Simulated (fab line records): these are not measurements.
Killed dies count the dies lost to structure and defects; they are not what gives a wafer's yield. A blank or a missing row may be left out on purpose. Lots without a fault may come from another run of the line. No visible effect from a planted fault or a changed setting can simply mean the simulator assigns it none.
Matching of chambers	flow n5-finfet	rie-diel-03 running N5_BEOL_M1_VIA_ETCH_34: 4 sister chambers
The step etches the open film in C4F6/O2, target depth 67.8 nm, time 64.4 s. 14 wafers are shown with their chamber, then 7 later ones without.

WAFERS, EACH WITH ITS CHAMBER
wafer	chamber	drypump-motor-current-A (A)	throttle-valve-pct (%)	showerhead-plenum-p-Torr (Torr)
L077.1	2	5.6	30.33	2.90
L077.5	3	5.2	30.83	2.91
L077.6	2	5.7	30.34	2.90
L079.1	3	5.2	30.81	2.91
L079.2	2	5.6	30.33	2.90
L079.3	0	5.1	30.62	2.92
L080.1	0	5.1	30.63	2.92
L080.2	3	5.2	30.83	2.91
L080.4	2	5.6	30.33	2.90
L086.2	0	5.1	30.64	2.91
L086.3	3	5.2	30.86	2.90
L086.5	0	5.1	30.64	2.91
L088.1	3	5.2	30.86	2.90
L088.3	1	6.4	30.32	2.79

SIGNATURES (averages over the wafers above)
reading	chamber 0	chamber 1	chamber 2	chamber 3	scatter within a chamber
drypump-motor-current-A	5.100	6.400	5.625	5.200	0.0274
throttle-valve-pct	30.6325	30.3200	30.3325	30.8380	0.0149
showerhead-plenum-p-Torr	2.9150	2.7900	2.9000	2.9060	0.00469
Rule: distance of a wafer from a chamber = root of the sum over the readings of ((wafer's reading minus chamber's mean) / reading's scatter) squared. If the next closest chamber is less than 2 further off than the closest, the wafer can't be placed; otherwise it belongs to the closest. How the scatter is found: for the shown wafers, subtract from each reading the mean of its chamber, square and add these, divide the total by (wafers less chambers), then take the root.

WAFERS WHOSE CHAMBER IS MISSING
wafer	drypump-motor-current-A (A)	throttle-valve-pct (%)	showerhead-plenum-p-Torr (Torr)
L088.6	6.4	30.34	2.79
L091.2	5.1	30.64	2.91
L091.4	6.3	30.30	2.79
L091.6	5.1	30.85	2.90
L094.1	5.1	30.65	2.91
L094.2	5.2	30.86	2.90
L094.6	5.6	30.21	2.89

EACH ONE'S CHAMBER
wafer	from the rows above	in truth
L088.6	1	1
L091.2	0	0
L091.4	1	1
L091.6	3	3
L094.1	0	0
L094.2	3	3
L094.6	2	2
Correct placement for 7 of the 7. Number that these rows cannot place: 0. Wrongly placed: 0.
